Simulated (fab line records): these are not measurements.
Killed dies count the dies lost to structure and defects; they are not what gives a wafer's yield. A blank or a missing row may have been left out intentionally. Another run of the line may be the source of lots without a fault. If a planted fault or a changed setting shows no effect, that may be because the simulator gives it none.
Matching of chambers | flow n5_finfet | ald_sin-04 running N5_MOL_CONTACT_COAG_ALD_133: 4 sister chambers
The step deposits SiO2, target thk 5 nm, pulse time 1 s, co reactant pulse time 1 s. 8 wafers are shown with their chamber, then 9 later ones without.

## WAFERS WITH THEIR CHAMBER
wafer  | chamber | heater_power_w (W) | precursor_pulse_height_rel
L079.2 | 0       | 80                 | 0.988
L079.3 | 2       | 69                 | 1.013
L080.3 | 2       | 67                 | 0.971
L083.3 | 0       | 82                 | 1.009
L083.4 | 3       | 83                 | 0.997
L085.2 | 3       | 85                 | 0.967
L085.3 | 1       | 75                 | 1.017
L085.5 | 1       | 77                 | 0.991

## WAFERS WITHOUT THEIR CHAMBER
wafer  | heater_power_w (W) | precursor_pulse_height_rel
L086.1 | 83                 | 0.986
L086.4 | 80                 | 1.002
L086.6 | 68                 | 0.997
L087.1 | 87                 | 0.997
L087.4 | 79                 | 0.999
L087.5 | 83                 | 1.014
L091.1 | 81                 | 0.990
L091.3 | 70                 | 0.969
L091.5 | 85                 | 0.995

## WHICH CHAMBER EACH WENT THROUGH
wafer  | from the rows above     | in truth
L086.1 | can't be placed: 3 or 0 | 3
L086.4 | 0                       | 0
L086.6 | 2                       | 2
L087.1 | 3                       | 3
L087.4 | can't be placed: 0 or 1 | 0
L087.5 | can't be placed: 0 or 3 | 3
L091.1 | can't be placed: 0 or 3 | 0
L091.3 | 2                       | 2
L091.5 | can't be placed: 3 or 0 | 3
4 of 9 placed correctly. Unplaceable from these rows: 5, with the true chamber sitting among the candidates in 5. Wrongly placed: 0.
How it was worked out, from the rows above alone: a wafer's distance from a chamber is the root of the sum, over the readings, of the square of ((its reading less the chamber's mean) divided by the reading's scatter). The wafer belongs to the nearest chamber; if the next one is less than 2 further off, it can't be placed. Each chamber's mean is taken over the wafers shown for it. The scatter is the square root of a quotient: the sum, over the shown wafers, of each reading's squared deviation from its chamber's mean, divided by wafers minus chambers.
